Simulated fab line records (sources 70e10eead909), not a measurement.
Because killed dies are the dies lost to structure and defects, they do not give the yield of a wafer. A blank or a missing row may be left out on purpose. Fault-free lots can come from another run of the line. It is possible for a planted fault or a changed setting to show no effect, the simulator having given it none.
Matching of chambers -- flow nand-harc -- NHARC_A_STAIRCASE_ALD_420 on ald-hk-01: 4 sister chambers
The step deposits SiO2, target thk 20 nm, pulse time 6 s, ald cycles 200. 8 wafers are shown with their chamber, then 9 later ones without.

WAFERS PAIRED WITH THEIR CHAMBERS
wafer,chamber,heater-power-w (W),precursor-pulse-height-rel
L075.1,3,470,0.974
L080.4,2,477,1.002
L084.1,0,464,0.996
L084.3,2,484,1.036
L084.6,1,435,0.995
L084.2,3,446,1.001
L084.4,1,421,1.003
L084.5,0,461,0.990

WAFERS MISSING THEIR CHAMBER
wafer,heater-power-w (W),precursor-pulse-height-rel
L085.3,474,1.028
L085.4,490,1.021
L085.6,435,1.008
L090.1,444,0.992
L090.3,484,0.994
L090.4,420,0.995
L097.2,479,0.987
L097.3,469,0.984
L097.4,428,1.020

WHICH CHAMBER EACH ONE RAN IN
wafer,from the rows above,in truth
L085.3,can't be placed: 2 or 0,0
L085.4,2,2
L085.6,can't be placed: 1 or 3 or 0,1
L090.1,can't be placed: 3 or 1 or 0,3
L090.3,can't be placed: 2 or 0 or 3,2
L090.4,1,1
L097.2,can't be placed: 0 or 2 or 3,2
L097.3,can't be placed: 0 or 3 or 2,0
L097.4,1,1
Placed correctly: 3 of 9. Cannot be placed on the basis of these rows: 6; the candidates contain the true chamber in 6. Wrongly placed: 0.
How it was worked out, from the rows above alone: a wafer's distance from a chamber is the root of the sum, over the readings, of the square of ((its reading less the chamber's mean) divided by the reading's scatter). The wafer belongs to the nearest chamber; if the next one is less than 2 further off, it can't be placed. Each chamber's mean is taken over the wafers shown for it. How the scatter is found: for the shown wafers, subtract from each reading the mean of its chamber, square and add these, divide the total by (wafers less chambers), then take the root.
